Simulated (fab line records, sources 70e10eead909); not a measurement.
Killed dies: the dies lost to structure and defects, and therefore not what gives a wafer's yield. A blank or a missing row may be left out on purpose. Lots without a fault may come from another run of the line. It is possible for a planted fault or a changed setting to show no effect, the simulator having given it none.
Chamber matching -- flow nand_harc -- 4 sister chambers for NHARC_THIN_TSV_ETCH_15 on rie_si-02
The step target depth 3000 nm, bosch target overetch cycles 2, bosch etch step 2.8 s. 8 wafers are shown with their chamber, then 10 later ones without.

## WAFERS WITH THEIR CHAMBER
wafer,chamber,drypump_motor_current_A (A)
L084.2,0,5.2
L084.3,1,4.7
L084.6,3,6.4
L091.1,0,5.2
L091.5,1,4.7
L091.6,2,5.7
L094.2,2,5.7
L094.3,3,6.3

## WAFERS MISSING THEIR CHAMBER
wafer,drypump_motor_current_A (A)
L094.6,5.7
L092.2,5.7
L092.3,4.7
L092.4,5.2
L093.1,5.7
L093.4,6.3
L093.6,5.2
L093.2,4.7
L093.3,5.2
L093.5,6.3

## WHICH CHAMBER EACH ONE RAN IN
wafer,from the rows above,in truth
L094.6,2,2
L092.2,2,2
L092.3,1,1
L092.4,0,0
L093.1,2,2
L093.4,3,3
L093.6,0,0
L093.2,1,1
L093.3,0,0
L093.5,3,3
Correct placement for 10 of the 10. From these rows, 0 cannot be placed. 0 placed wrongly.
How it was worked out, from the rows above alone: a wafer's distance from a chamber is the root of the sum, over the readings, of the square of ((its reading less the chamber's mean) divided by the reading's scatter). If the next closest chamber is less than 2 further off than the closest, the wafer can't be placed; otherwise it belongs to the closest. Each chamber's mean is taken over the wafers shown for it. The scatter: take each reading less its chamber's mean, square it, sum over the shown wafers, divide by the number of wafers less the number of chambers, and take the root.
